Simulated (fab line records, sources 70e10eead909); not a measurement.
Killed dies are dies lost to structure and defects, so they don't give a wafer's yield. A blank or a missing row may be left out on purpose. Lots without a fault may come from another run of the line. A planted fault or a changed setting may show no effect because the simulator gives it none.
fab line records | flow nand_harc
record lots=24 wafers=72 last_day=29
route steps=1159 shown P_M0@270 P_M2@336 A_ZERO_WELL@403 A_ONON_D1@447 A_CHANNEL_HOLE_D1@472
lots that met no fault: from a run of the same line without faults
start_h: hours from the record's first day to the start of the lot's first wafer shown | wait_h: hours since the lot's step before | " the same as in the row above | L1.1+2: a row that stands for several wafers | - no value, or no start given | * or withheld: withheld | < > ~ a bound
route shown NAME@n: a module of which the file shows steps, and the number in the route of the first | usual: mean/standard deviation of fault-free wafers | same: alike in all rows | chamber/n: place in a boat | sites: the reading at each site | _std_site: their standard deviation | _edge_site: outer sites' mean less inner sites' | radius_mm: how far each site lies from the wafer's centre | mask NAME#n: copy n | behind: the tool/chamber that last shaped the wafer | hold: why the lot was held/for how many hours/how that ended | device: the transistor (n, p or np) that didn't switch | end of line: the same wafers' tests at the end of the route | a step without rows: its recipe alone | killed: dies lost to structure and defects at the first sort, not the wafer's yield | map: a wafer's dies, x killed, . not, _ none there
set.NAME: the setting as run; set.NAME@STEP: as run at that earlier step | model.NAME: the simulator's own value behind a step, which no gauge read
steps of the route over a sample of lots; a table a step, a row a wafer
services: from which hour (start_h, from the record's first day; less than 0 if before it) a tool's chamber was out of use, for how many hours, and why
## steps
# step NHARC_P_M0_STRIP_18
# recipe power_w=1000 n2_flow_sccm=150 h2_flow_sccm=150 ar_flow_sccm=0 bias_w=0 chemistry=N2/H2
# usual drypump_motor_current_A=5.7/0.63 oes_product_au=0.998/0.0098 rf_vpp_V=90.8/0.98 showerhead_plenum_p_Torr=2.06/0.092 throttle_valve_pct=14.171/0.0089
# columns lot.wafer tool chamber start_h wait_h drypump_motor_current_A oes_product_au rf_hours_counter_h rf_vpp_V showerhead_plenum_p_Torr throttle_valve_pct
L075.2 rie_diel-03 2 175.64 0.1 6.8 0.983 10 90.7 2.16 14.181
L075.1 " 3 " " 5.0 0.999 7 89.8 1.94 14.188
L075.5 " 2 " " 6.8 0.984 - 90.1 2.16 14.171
L077.4 rie_diel-09 0 175.92 0.1 6.2 0.998 4 89.5 1.99 14.152
L077.1 " 1 " " 6.3 0.978 4 90.6 2.17 14.193
L077.6 " 0 " " 6.2 0.995 - 91.3 1.99 14.164
L076.1 rie_diel-09 3 176.50 0.1 5.1 1.015 4 90.0 2.00 14.173
L076.2 " 1 " " 6.3 0.988 4 91.7 2.17 14.167
L076.6 " 0 " " 6.2 1.004 - 90.8 1.99 14.162
L074.1 rie_diel-03 1 179.61 0.1 6.2 1.003 10 89.2 1.96 14.179
L074.5 " 2 " " 6.8 0.988 - 90.5 2.16 14.170
L074.6 " 3 " " 5.0 1.005 - 90.7 1.94 14.171
L078.1 rie_diel-03 2 180.44 0.1 6.8 0.976 10 89.8 2.16 14.177
L078.3 " 0 " " 4.7 1.002 10 92.1 2.17 14.157
L078.6 " 3 " " 5.1 1.008 - 91.4 1.94 14.171
L081.3 rie_diel-08 0 189.35 0.1 5.5 0.988 3 90.9 2.08 14.181
L081.2 " 2 " " 5.9 1.011 5 90.6 1.98 14.170
L081.6 " 0 " " 5.5 0.998 - 91.4 2.08 14.181
L080.4 rie_diel-03 1 190.84 0.1 6.2 1.009 11 90.4 1.96 14.178
L080.5 " 2 " " 6.8 0.985 - 91.9 2.16 14.163
L080.6 " 3 " " 5.0 1.004 - 89.4 1.94 14.178
L079.4 rie_diel-08 1 191.11 0.2 5.3 1.002 - 91.7 2.16 14.168
L079.5 " 2 " " 5.9 1.002 - 88.8 1.97 14.155
L079.6 " 0 " " 5.5 0.993 - 90.5 2.08 14.166
L082.1 rie_diel-09 1 195.56 0.1 6.3 0.984 4 93.2 2.17 14.179
L082.2 " 3 " " 5.1 1.003 4 91.0 2.00 14.173
L082.5 " 1 " " 6.3 0.992 - 91.0 2.17 14.153
L083.3 rie_diel-08 2 197.34 0.1 5.8 1.008 5 91.7 1.97 14.168
L083.2 " 0 " " 5.5 0.974 4 89.7 2.08 14.175
L083.5 " 2 " " 5.9 1.006 - 91.3 1.97 14.188
L084.2 rie_diel-08 1 199.71 0.1 5.3 1.005 5 91.2 2.16 14.173
L084.4 " 3 " " 5.9 1.016 5 89.9 2.00 14.145
L084.5 " 2 " " 5.8 1.003 - 90.2 1.97 14.169
L086.3 rie_diel-03 1 201.14 0.1 6.2 0.996 11 91.1 1.96 14.167
L086.1 " 0 " " 4.7 1.000 11 91.3 2.17 14.177
L086.5 " 2 " " 6.8 0.992 - 91.5 2.16 14.177
L085.2 rie_diel-09 2 201.54 0.1 5.3 0.982 4 92.0 2.08 14.162
L085.1 " 3 " " 5.1 1.004 5 90.5 2.00 14.177
L085.6 " 1 " " 6.3 0.990 - 91.8 2.17 14.173
L087.2 rie_diel-03 3 202.43 0.1 5.0 1.011 8 89.5 1.94 14.176
L087.1 " 1 " " 6.2 0.999 12 90.3 1.96 14.169
L087.6 " 3 " " 5.0 1.007 - 89.8 1.94 14.165
L088.2 rie_diel-09 3 210.84 0.1 5.1 1.013 6 89.3 2.00 14.168
L088.4 " 0 " " 6.2 1.002 6 89.1 1.99 14.182
L088.1 " 2 " " 5.3 0.982 6 90.8 2.08 14.156
L089.2 rie_diel-08 1 214.13 0.1 5.3 0.983 6 91.2 2.16 14.174
L089.4 " 3 " " 5.9 1.029 6 90.3 2.00 14.180
L089.5 " 1 " " 5.3 0.998 - 91.5 2.16 14.170
L090.2 rie_diel-03 1 214.65 0.1 6.2 1.007 12 88.6 1.96 14.171
L090.1 " 2 " " 6.8 0.992 12 90.8 2.16 14.196
L090.6 " 1 " " 6.2 1.002 - 89.4 1.96 14.169
L092.1 rie_diel-08 0 217.99 0.1 5.5 1.000 5 91.7 2.08 14.173
L092.2 " 2 " " 5.9 1.003 7 90.5 1.97 14.166
L092.6 " 0 " " 5.5 0.997 - 90.3 2.08 14.165
L091.4 rie_diel-08 2 218.57 0.1 5.8 0.998 7 89.6 1.97 14.170
L091.6 " 2 " " 5.8 0.988 - 91.3 1.97 14.165
L091.5 " 3 " " 5.8 1.015 - 92.3 2.00 14.174
L093.1 rie_diel-03 3 227.38 0.1 5.1 0.995 1 89.3 1.94 14.176
L093.2 " 0 " " 4.7 1.008 0 90.8 2.17 14.167
L093.6 " 3 " " 5.0 1.003 - 91.1 1.94 14.162
L094.1 rie_diel-08 3 232.51 0.1 5.8 0.997 8 90.8 2.00 14.163
L094.3 " 1 " " 5.3 0.990 8 90.7 2.16 14.165
L094.6 " 3 " " 5.8 0.999 - 90.0 2.00 14.173
L095.4 rie_diel-08 2 232.90 0.1 5.9 0.996 9 89.9 1.97 14.176
L095.2 " 3 " " 5.9 0.993 8 90.8 2.00 14.166
L095.5 " 2 " " 5.9 0.999 - 90.8 1.97 14.156
L097.1 rie_diel-03 0 247.54 0.1 4.7 1.010 2 91.8 2.17 14.188
L097.2 " 3 " " 5.1 1.004 2 90.4 1.94 14.172
L097.6 " 0 " " 4.7 1.002 - 91.7 2.17 14.176
L096.4 rie_diel-03 0 248.27 0.1 4.7 0.999 2 92.5 2.17 14.165
L096.1 " 1 " " 6.2 1.005 1 91.2 1.96 14.191
L096.5 " 2 " " 6.8 1.002 - 92.8 2.16 14.174
# step NHARC_P_M0_PRE_CLEAN_31
# recipe time_s=12 temp_c=370 rf_power_w=300 gas=NH3
# usual heater_power_w=632/70
# columns lot.wafer tool chamber start_h wait_h heater_power_w
L075.2 pecvd-04 0 177.83 0.1 563
L075.1 " 2 " " 608
L075.5 " 0 " " 551
L077.1 pecvd-01 0 178.15 0.1 582
L077.6 " 2 " " 800
L077.4 " 1 " " 550
L076.1 pecvd-01 0 179.33 0.6 625
L076.2 " 1 " " 580
L076.6 " 1 " " 602
L074.1 pecvd-04 2 181.93 0.1 678
L074.5 " 2 " " 672
L074.6 " 0 " " 573
L078.3 pecvd-02 0 182.81 0.1 621
L078.1 " 1 " " 633
L078.6 " 2 " " 659
L081.3 pecvd-02 0 191.62 0.1 659
L081.2 " 2 " " 683
L081.6 " 1 " " 561
L080.4 pecvd-04 1 193.52 0.5 545
L080.5 " 2 " " 575
L080.6 " 0 " " 523
L079.5 pecvd-04 0 193.86 0.3 558
L079.6 " 1 " " 539
L079.4 " 2 " " 684
L082.1 pecvd-01 1 197.92 0.1 559
L082.2 " 2 " " 802
L082.5 " 0 " " 614
L083.3 pecvd-01 0 199.48 0.1 645
L083.2 " 1 " " 571
L083.5 " 2 " " 758
L084.2 pecvd-02 1 201.95 0.1 635
L084.4 " 0 " " 664
L084.5 " 2 " " 734
L086.1 pecvd-01 2 204.28 0.9 755
L086.3 " 1 " " 570
L086.5 " 0 " " 606
L085.1 pecvd-02 1 205.50 1.5 668
L085.2 " 2 " " 696
L085.6 " 0 " " 554
L087.1 pecvd-01 1 205.57 1.0 651
L087.2 " 2 " " 724
L087.6 " 0 " " 603
L088.2 pecvd-01 1 213.05 0.1 622
L088.1 " 2 " " 733
L088.4 " 1 " " 640
L089.2 pecvd-01 0 216.63 0.1 571
L089.5 " 1 " " 601
L089.4 " 0 " " 587
L090.2 pecvd-04 2 216.96 0.1 544
L090.1 " 0 " " 565
L090.6 " 0 " " 565
L092.1 pecvd-02 0 220.18 0.1 617
L092.2 " 1 " " 680
L092.6 " 2 " " 697
L091.4 pecvd-04 2 220.79 0.1 625
L091.6 " 0 " " 535
L091.5 " 1 " " 505
L093.1 pecvd-02 2 229.58 0.1 682
L093.2 " 0 " " 660
L093.6 " 2 " " 695
L094.1 pecvd-01 2 234.68 0.1 722
L094.3 " 0 " " 637
L094.6 " 0 " " 645
L095.2 pecvd-01 1 235.34 0.1 569
L095.5 " 0 " " 661
L095.4 " 2 " " 749
L097.2 pecvd-02 1 249.74 0.1 651
L097.1 " 2 " " 693
L097.6 " 2 " " 694
L096.1 pecvd-01 1 250.41 0.1 624
L096.4 " 2 " " 690
L096.5 " 0 " " 598
# step NHARC_P_M2_ETCH_28
# recipe target_depth_a=300 over_etch_frac=0.3 time_s=72.99 ion_energy_ev=150 cf4_flow_sccm=50 n2_flow_sccm=100 ar_flow_sccm=150 rf_w=300 bias_w=100 chemistry=CF4/N2
# usual drypump_motor_current_A=5.5/0.54 oes_product_au=0.999/0.01 rf_vpp_V=315.5/1.7 showerhead_plenum_p_Torr=2.71/0.087 throttle_valve_pct=19.795/0.0086
# same over_etch_frac=0.3
# columns lot.wafer tool chamber start_h wait_h drypump_motor_current_A oes_product_au rf_hours_counter_h rf_vpp_V showerhead_plenum_p_Torr throttle_valve_pct
L075.2 rie_diel-07 0 - - 5.0 0.989 4 316.1 2.71 19.822
L075.1 " 1 " " 5.3 0.988 4 315.3 2.68 19.778
L075.5 " 0 " " 5.0 1.006 - 315.6 2.71 19.781
L077.4 rie_diel-07 2 - - 5.2 0.985 4 317.0 2.76 19.786
L077.1 " 1 " " 5.3 0.984 4 315.9 2.68 19.782
L077.6 " 3 " " 6.3 0.995 - 317.9 2.80 19.793
L076.1 rie_diel-07 1 - - 5.2 0.994 5 315.4 2.68 19.811
L076.2 " 3 " " 6.3 0.995 5 316.8 2.80 19.807
L076.6 " 1 " " 5.3 0.994 - 315.7 2.68 19.799
L074.1 rie_diel-07 0 - - 5.0 0.997 4 316.1 2.71 19.797
L074.5 " 1 " " 5.3 0.995 - 316.2 2.68 19.785
L074.6 " 2 " " 5.2 0.988 - 316.9 2.76 19.792
L078.1 rie_diel-06 2 - - 5.3 1.016 27 312.9 2.49 19.801
L078.3 " 0 " " 6.7 0.996 25 313.5 2.69 19.786
L078.6 " 2 " " 5.3 1.012 - 311.9 2.49 19.803
L081.2 rie_diel-07 3 - - 6.3 1.012 5 317.0 2.80 19.810
L081.3 " 0 " " 4.9 1.011 5 314.8 2.71 19.798
L081.6 " 1 " " 5.3 1.000 - 314.9 2.68 19.787
L080.4 rie_diel-04 1 - - 5.4 1.004 18 315.6 2.69 19.781
L080.6 " 2 " " 6.4 1.011 - 315.4 2.68 19.792
L080.5 " 3 " " 5.1 1.000 - 317.9 2.83 19.787
L079.4 rie_diel-06 3 - - 5.9 0.999 26 317.0 2.75 19.799
L079.5 " 2 " " 5.3 1.022 - 311.1 2.49 19.788
L079.6 " 3 " " 5.9 0.998 - 315.7 2.75 19.796
L082.2 rie_diel-07 1 - - 5.3 0.999 5 315.2 2.68 19.795
L082.1 " 2 " " 5.2 0.989 5 315.1 2.76 19.809
L082.5 " 2 " " 5.2 0.986 - 316.8 2.76 19.787
L083.2 rie_diel-07 0 - - 5.0 1.001 5 316.0 2.71 19.800
L083.3 " 2 " " 5.2 0.990 5 315.9 2.76 19.803
L083.5 " 0 " " 5.0 1.007 - 314.1 2.71 19.799
L084.4 rie_diel-06 2 - - 5.3 1.013 30 312.0 2.49 19.783
L084.2 " 1 " " 5.0 0.980 29 316.6 2.80 19.782
L084.5 " 2 " " 5.3 1.011 - 311.5 2.49 19.790
L086.1 rie_diel-07 1 - - 5.3 1.000 6 315.0 2.68 19.796
L086.3 " 0 " " 5.0 1.008 5 314.6 2.71 19.794
L086.5 " 1 " " 5.3 0.997 - 315.6 2.68 19.801
L085.1 rie_diel-07 2 - - 5.2 0.976 5 316.5 2.76 19.800
L085.2 " 3 " " 6.3 0.993 6 317.8 2.80 19.791
L085.6 " 0 " " 5.0 0.991 - 313.8 2.71 19.804
L087.1 rie_diel-07 1 - - 5.3 0.984 6 314.9 2.68 19.784
L087.2 " 2 " " 5.2 0.981 5 316.3 2.76 19.791
L087.6 " 0 " " 5.0 0.993 - 315.7 2.71 19.791
L088.4 rie_diel-04 0 - - 6.4 1.011 23 313.0 2.54 19.796
L088.2 " 1 " " 5.4 0.993 24 313.7 2.68 19.800
L088.1 " 2 " " 6.4 1.000 26 315.1 2.67 19.800
L089.2 rie_diel-07 3 - - 6.3 1.004 6 317.1 2.80 19.804
L089.4 " 1 " " 5.3 1.001 6 314.8 2.68 19.791
L089.5 " 2 " " 5.2 0.985 - 316.8 2.76 19.802
L090.1 rie_diel-07 0 - - 5.0 0.994 6 314.2 2.71 19.795
L090.2 " 1 " " 5.3 0.994 6 314.3 2.68 19.790
L090.6 " 1 " " 5.3 0.999 - 315.6 2.68 19.802
L092.1 rie_diel-06 2 - - 5.3 1.020 31 311.9 2.49 19.776
L092.2 " 3 " " 5.9 0.999 29 317.0 2.75 19.780
L092.6 " 3 " " 5.9 0.997 - 315.0 2.75 19.782
L091.4 rie_diel-06 3 - - 5.9 0.992 29 316.0 2.75 19.786
L091.6 " 2 " " 5.3 1.014 - 312.0 2.49 19.789
L091.5 " 3 " " 5.9 0.996 - 315.5 2.75 19.799
L093.1 rie_diel-04 2 - - 6.4 1.004 28 314.0 2.67 19.779
L093.2 " 1 " " 5.4 1.010 28 315.9 2.68 19.795
L093.6 " 2 " " 6.4 1.001 - 315.4 2.67 19.791
L094.3 rie_diel-07 3 - - 6.3 0.999 0 315.2 2.80 19.790
L094.1 " 0 " " 4.9 1.000 0 316.7 2.71 19.784
L094.6 " 3 " " 6.3 0.999 - 315.8 2.80 19.793
L095.4 rie_diel-07 0 - - 5.0 1.011 0 314.4 2.71 19.791
L095.2 " 2 " " 5.2 0.995 0 317.1 2.76 19.777
L095.5 " 0 " " 5.0 1.015 - 315.7 2.71 19.790
L097.2 rie_diel-07 0 - - 5.0 1.000 0 316.1 2.71 19.797
L097.1 " 1 " " 5.3 1.011 1 314.5 2.68 19.789
L097.6 " 1 " " 5.3 1.007 - 314.2 2.68 19.798
L096.1 rie_diel-06 3 - - 5.9 0.989 0 315.0 2.75 19.790
L096.4 " 0 " " 6.7 1.004 0 315.3 2.68 19.804
L096.5 " 2 " " 5.3 1.012 - 312.2 2.49 19.792
# step NHARC_A_ZERO_WELL_DESCUM_12
# recipe time_s=3 o2_flow_sccm=200 ar_flow_sccm=0 bias_power_w=0 chemistry=O2
# usual drypump_motor_current_A=5.7/0.58 oes_product_au=0.999/0.0085 rf_vpp_V=57.9/0.85 showerhead_plenum_p_Torr=1.93/0.085 throttle_valve_pct=11.311/0.0092
# columns lot.wafer tool chamber start_h wait_h drypump_motor_current_A oes_product_au rf_hours_counter_h rf_vpp_V showerhead_plenum_p_Torr throttle_valve_pct
L075.1 rie_diel-03 2 193.35 - 6.8 0.980 11 58.7 2.02 11.298
L075.2 " 3 " " 5.0 0.997 8 57.9 1.82 11.310
L075.5 " 2 " " 6.8 0.983 - 59.1 2.03 11.306
L077.4 rie_diel-08 3 193.94 - 5.9 1.013 4 57.0 1.88 11.311
L077.1 " 1 " " 5.3 1.011 4 57.7 2.03 11.321
L077.6 " 3 " " 5.9 1.002 - 56.4 1.88 11.303
L076.1 rie_diel-03 1 194.85 - 6.2 0.993 11 57.9 1.84 11.319
L076.2 " 2 " " 6.8 0.987 11 57.4 2.03 11.323
L076.6 " 2 " " 6.8 0.989 - 58.3 2.02 11.320
L074.1 rie_diel-08 0 196.39 - 5.5 0.990 4 57.9 1.95 11.308
L074.6 " 3 " " 5.9 1.010 - 58.1 1.88 11.308
L074.5 " 0 " " 5.5 0.986 - 57.8 1.95 11.312
L078.1 rie_diel-03 0 197.34 - 4.7 0.997 11 57.9 2.03 11.319
L078.3 " 2 " " 6.8 0.987 11 58.8 2.03 11.321
L078.6 " 1 " " 6.2 0.992 - 57.3 1.84 11.307
L081.2 rie_diel-03 0 205.89 - 4.7 0.989 11 57.2 2.03 11.314
L081.3 " 2 " " 6.8 0.990 11 58.0 2.02 11.320
L081.6 " 0 " " 4.7 0.989 - 58.8 2.03 11.297
L080.4 rie_diel-03 3 207.72 - 5.0 1.004 8 57.8 1.82 11.315
L080.5 " 1 " " 6.2 0.996 - 56.8 1.84 11.303
L080.6 " 2 " " 6.8 0.990 - 57.1 2.03 11.305
L079.4 rie_diel-03 2 210.53 - 6.8 0.992 11 59.0 2.03 11.316
L079.6 " 0 " " 4.7 0.999 - 58.7 2.03 11.287
L079.5 " 1 " " 6.1 0.996 - 57.4 1.84 11.296
L082.1 rie_diel-12 0 212.65 - 5.4 0.992 0 55.8 1.87 11.304
L082.2 " 2 " " 5.3 0.990 0 58.1 1.84 11.325
L082.5 " 0 " " 5.4 0.998 - 59.5 1.86 11.282
L083.3 rie_diel-12 1 214.65 - 6.4 0.996 0 56.5 1.96 11.318
L083.2 " 0 " " 5.4 0.992 0 57.7 1.86 11.293
L083.5 " 1 " " 6.4 0.998 - 59.5 1.96 11.319
L084.4 rie_diel-12 1 216.79 - 6.4 0.987 0 58.5 1.96 11.301
L084.2 " 2 " " 5.3 1.001 1 57.7 1.84 11.308
L084.5 " 0 " " 5.4 0.991 - 58.1 1.86 11.316
L086.3 rie_diel-12 3 218.71 - 5.9 1.006 1 59.0 2.06 11.314
L086.1 " 0 " " 5.4 0.992 1 58.9 1.86 11.313
L086.5 " 1 " " 6.4 0.999 - 58.9 1.96 11.313
L085.2 rie_diel-12 1 220.03 - 6.4 0.993 1 58.2 1.96 11.300
L085.1 " 2 " " 5.3 0.997 1 56.0 1.84 11.301
L085.6 " 0 " " 5.4 0.996 - 57.4 1.86 11.315
L087.1 rie_diel-08 2 220.30 - 5.8 1.003 8 58.3 1.85 11.314
L087.2 " 1 " " 5.4 0.991 7 60.2 2.03 11.319
L087.6 " 3 " " 5.8 1.002 - 58.2 1.88 11.312
L088.1 rie_diel-12 0 227.73 - 5.4 0.995 2 57.9 1.86 11.309
L088.2 " 1 " " 6.4 0.988 2 58.4 1.96 11.301
L088.4 " 2 " " 5.3 0.997 2 58.5 1.84 11.318
L089.2 rie_diel-12 3 231.64 - 5.9 1.012 3 58.9 2.06 11.314
L089.4 " 0 " " 5.4 0.993 3 58.1 1.86 11.295
L089.5 " 2 " " 5.3 1.002 - 55.6 1.84 11.300
L090.2 rie_diel-08 0 232.09 - 5.5 0.989 7 57.5 1.95 11.316
L090.1 " 1 " " 5.3 1.003 8 55.9 2.03 11.315
L090.6 " 1 " " 5.3 0.998 - 58.4 2.03 11.297
L092.2 rie_diel-08 0 234.35 - 5.5 0.995 7 57.9 1.95 11.322
L092.1 " 1 " " 5.3 0.995 8 57.3 2.03 11.311
L092.6 " 3 " " 5.9 1.005 - 57.4 1.88 11.313
L091.4 rie_diel-08 3 235.30 - 5.9 0.998 8 57.5 1.88 11.324
L091.6 " 3 " " 5.9 0.992 - 58.4 1.88 11.308
L091.5 " 0 " " 5.5 0.994 - 57.3 1.95 11.314
L093.2 rie_diel-03 0 243.60 - 4.7 1.002 1 57.1 2.03 11.296
L093.1 " 2 " " 6.8 1.012 2 58.7 2.02 11.316
L093.6 " 0 " " 4.7 1.012 - 59.5 2.03 11.311
L094.3 rie_diel-03 0 249.01 - 4.7 1.007 2 58.2 2.03 11.316
L094.1 " 1 " " 6.1 1.010 1 57.8 1.84 11.312
L094.6 " 1 " " 6.1 1.008 - 57.9 1.84 11.312
L095.2 rie_diel-08 3 249.85 - 5.9 1.009 9 57.2 1.88 11.302
L095.4 " 1 " " 5.3 0.996 9 57.8 2.03 11.304
L095.5 " 3 " " 5.9 1.006 - 57.5 1.88 11.330
L097.2 rie_diel-08 2 264.31 - 5.9 1.010 11 57.2 1.85 11.321
L097.1 " 0 " " 5.5 0.980 8 58.1 1.95 11.320
L097.6 " 3 " " 5.8 1.003 - 57.2 1.88 11.310
L096.1 rie_diel-03 3 264.94 - 5.1 0.997 3 58.0 1.82 11.303
L096.4 " 0 " " 4.7 1.013 2 57.4 2.03 11.319
L096.5 " 1 " " 6.2 1.009 - 57.4 1.84 11.307
# step NHARC_A_ONON_D1_THK_MEAS_34
# recipe thk_meas_gauge=ellipsometry
# usual thk_nm=200.4/2.9
# columns lot.wafer tool chamber start_h wait_h thk_nm
L074.1 film_metro-01 - 233.63 - 195.4
L074.5 " - " " 201.5
L074.6 " - " " 200.5
L077.1 film_metro-02 - 233.66 - 202.2
L077.4 " - " " 204.5
L077.6 " - " " 207.3
L078.1 film_metro-02 - 233.94 - 200.3
L078.3 " - " " 199.6
L078.6 " - " " 204.6
L076.1 film_metro-01 - 234.28 - 196.4
L076.2 " - " " 197.3
L076.6 " - " " 202.0
L075.1 film_metro-01 - 234.29 - 196.9
L075.2 " - " " 197.6
L075.5 " - " " 201.2
L081.2 film_metro-02 - 245.30 - 201.3
L081.3 " - " " 199.7
L081.6 " - " " 203.4
L079.4 film_metro-02 - 245.65 - 201.9
L079.5 " - " " 206.4
L079.6 " - " " 205.4
L080.4 film_metro-02 - 246.34 - 205.9
L080.5 " - " " 201.7
L080.6 " - " " 205.4
L082.1 film_metro-01 - 246.36 - 197.6
L082.2 " - " " 196.4
L082.5 " - " " 198.3
L084.2 film_metro-01 - 251.06 - 204.3
L084.4 " - " " 203.6
L084.5 " - " " 201.3
L083.2 film_metro-02 - 251.16 - 197.1
L083.3 " - " " 196.0
L083.5 " - " " 201.6
L087.1 film_metro-02 - 256.09 - 198.2
L087.2 " - " " 200.5
L087.6 " - " " 203.5
L085.1 film_metro-02 - 256.33 - 196.9
L085.2 " - " " 198.3
L085.6 " - " " 207.6
L086.1 film_metro-01 - 256.36 - 197.0
L086.3 " - " " 196.2
L086.5 " - " " 199.5
L089.2 film_metro-01 - 264.25 - 194.4
L089.4 " - " " 202.3
L089.5 " - " " 197.1
L088.1 film_metro-02 - 264.26 - 198.8
L088.2 " - " " 197.0
L088.4 " - " " 202.4
L092.1 film_metro-02 - 264.39 - 197.3
L092.2 " - " " 200.0
L092.6 " - " " 198.8
L090.1 film_metro-01 - 264.62 - 196.1
L090.2 " - " " 196.6
L090.6 " - " " 203.3
L091.4 film_metro-02 - 269.58 - 203.4
L091.5 " - " " 204.6
L091.6 " - " " 201.9
L093.1 film_metro-02 - 280.09 - 200.1
L093.2 " - " " 199.5
L093.6 " - " " 202.7
L094.1 film_metro-01 - 285.87 - 198.1
L094.3 " - " " 199.8
L094.6 " - " " 201.4
L095.2 film_metro-02 - 285.99 0.5 195.3
L095.4 " - " " 196.0
L095.5 " - " " 198.6
L096.1 film_metro-02 - 302.29 - 198.4
L096.4 " - " " 203.3
L096.5 " - " " 201.3
L097.1 film_metro-02 - 302.32 - 198.9
L097.2 " - " " 199.6
L097.6 " - " " 200.7
# step NHARC_A_CHANNEL_HOLE_D1_ETCH_20
# recipe bias_v=3000 source_w=withheld pressure_mtorr=20 time_s=361.9 ar_flow_sccm=375 c4f8_flow_sccm=89.3 o2_flow_sccm=35.7 temp_c=-20 target_depth_a=16000 chemistry=C4F8/O2/Ar
# usual drypump_motor_current_A=6.0/0.66 showerhead_plenum_p_Torr=3.73/0.068 throttle_valve_pct=32.154/0.0094
# columns lot.wafer tool chamber start_h wait_h drypump_motor_current_A rf_hours_counter_h showerhead_plenum_p_Torr throttle_valve_pct
L074.1 har_etch-02 1 238.80 0.1 5.6 112 3.79 32.156
L074.6 " 0 " " 5.3 - 3.71 32.159
L074.5 " 1 " " 5.6 - 3.79 32.153
L077.1 har_etch-01 1 242.56 0.1 6.8 194 3.64 32.149
L077.4 " 0 " " 6.7 - 3.82 32.156
L077.6 " 1 " " 6.8 - 3.64 32.154
L078.1 har_etch-02 1 242.92 0.1 5.6 116 3.79 32.147
L078.3 " 1 " " 5.6 - 3.79 32.158
L078.6 " 0 " " 5.3 - 3.71 32.172
L075.1 har_etch-01 1 246.65 0.1 6.8 198 3.64 32.167
L075.2 " 0 " " 6.7 198 3.82 32.156
L075.5 " 0 " " 6.7 - 3.82 32.157
L076.2 har_etch-02 0 247.08 0.1 5.3 120 3.71 32.151
L076.1 " 1 " " 5.6 120 3.79 32.150
L076.6 " 0 " " 5.3 - 3.71 32.163
L081.2 har_etch-01 1 252.50 0.1 6.8 203 3.64 32.148
L081.3 " 0 " " 6.7 - 3.82 32.156
L081.6 " 0 " " 6.7 - 3.82 32.153
L079.4 har_etch-02 0 253.05 0.2 5.3 - 3.71 32.149
L079.6 " 1 " " 5.6 - 3.79 32.148
L079.5 " 0 " " 5.3 - 3.71 32.155
L080.4 har_etch-01 0 256.77 0.2 6.7 - 3.82 32.153
L080.5 " 0 " " 6.7 - 3.82 32.165
L080.6 " 1 " " 6.8 - 3.64 32.163
L082.1 har_etch-02 0 257.06 0.1 5.3 129 3.71 32.154
L082.2 " 1 " " 5.6 129 3.78 32.169
L082.5 " 1 " " 5.6 - 3.78 32.155
L083.2 har_etch-01 1 260.86 0.1 6.8 211 3.63 32.160
L083.3 " 1 " " 6.8 - 3.63 32.139
L083.5 " 1 " " 6.8 - 3.63 32.126
L084.2 har_etch-02 1 261.22 0.1 5.6 133 3.78 32.157
L084.4 " 1 " " 5.6 - 3.78 32.171
L084.5 " 1 " " 5.6 - 3.78 32.157
L087.1 har_etch-01 0 264.97 0.1 6.7 215 3.81 32.147
L087.2 " 1 " " 6.8 215 3.63 32.165
L087.6 " 1 " " 6.8 - 3.63 32.141
L085.2 har_etch-02 1 265.36 0.1 5.6 137 3.78 32.164
L085.1 " 0 " " 5.3 137 3.70 32.173
L085.6 " 1 " " 5.6 - 3.78 32.151
L086.1 har_etch-01 1 269.21 0.1 6.8 219 3.63 32.140
L086.3 " 1 " " 6.8 - 3.63 32.145
L086.5 " 1 " " 6.8 - 3.63 32.159
L088.2 har_etch-02 0 269.54 0.1 5.3 141 3.70 32.163
L088.1 " 1 " " 5.6 141 3.78 32.153
L088.4 " 1 " " 5.6 - 3.78 32.150
L089.2 har_etch-01 1 273.33 0.1 6.8 223 3.63 32.170
L089.4 " 1 " " 6.8 - 3.63 32.164
L089.5 " 1 " " 6.8 - 3.63 32.168
L092.1 har_etch-02 0 273.70 0.1 5.3 145 3.70 32.140
L092.2 " 1 " " 5.6 145 3.78 32.149
L092.6 " 1 " " 5.6 - 3.78 32.158
L090.2 har_etch-01 0 277.49 0.1 6.7 226 3.81 32.166
L090.1 " 1 " " 6.7 226 3.63 32.154
L090.6 " 1 " " 6.8 - 3.63 32.141
L091.4 har_etch-02 1 278.01 0.2 5.6 - 3.77 32.154
L091.5 " 0 " " 5.3 - 3.69 32.145
L091.6 " 1 " " 5.6 - 3.77 32.155
L093.2 har_etch-01 0 285.00 0.1 6.7 230 3.80 32.151
L093.1 " 1 " " 6.8 230 3.62 32.144
L093.6 " 0 " " 6.7 - 3.80 32.171
L094.1 har_etch-02 1 290.52 0.1 5.6 153 3.77 32.164
L094.3 " 0 " " 5.3 - 3.69 32.154
L094.6 " 0 " " 5.3 - 3.69 32.133
L095.2 har_etch-01 0 291.40 0.1 6.7 234 3.80 32.149
L095.4 " 1 " " 6.7 - 3.62 32.164
L095.5 " 1 " " 6.8 - 3.62 32.151
L096.1 har_etch-02 0 308.16 0.1 5.3 156 3.69 32.167
L096.4 " 0 " " 5.3 - 3.69 32.158
L096.5 " 0 " " 5.3 - 3.69 32.169
L097.1 har_etch-02 0 312.33 0.1 5.3 160 3.69 32.148
L097.2 " 1 " " 5.6 160 3.77 32.157
L097.6 " 0 " " 5.3 - 3.69 32.141
## services
# columns tool chamber start_h hours kind
pecvd-02 - 153.05 13.0 pm
rie_diel-12 3 153.24 9.1 repair
rie_diel-03 3 154.00 21.3 repair
rie_diel-06 - 168.29 2.1 repair
rie_diel-08 0 169.05 7.6 repair
rie_diel-07 0 170.19 4.1 repair
rie_diel-07 2 177.90 6.5 repair
pecvd-02 - 184.09 1.5 repair
rie_diel-08 3 187.23 4.9 repair
pecvd-04 - 195.00 13.0 pm
rie_diel-12 - 202.44 9.0 pm
rie_diel-03 - 215.30 9.0 pm
rie_diel-04 2 221.36 3.4 repair
rie_diel-07 - 228.20 9.0 pm
pecvd-01 - 237.16 13.0 pm
rie_diel-06 - 241.58 9.0 pm
rie_diel-08 - 253.56 0.7 repair
rie_diel-09 - 254.10 9.0 pm
pecvd-01 1 295.58 3.6 repair
rie_diel-08 - 301.80 9.0 pm
rie_diel-07 0 302.16 15.4 repair
rie_diel-09 0 303.35 4.6 repair
har_etch-01 - 305.00 17.0 pm
rie_diel-07 1 306.29 3.3 repair
## key
fault none
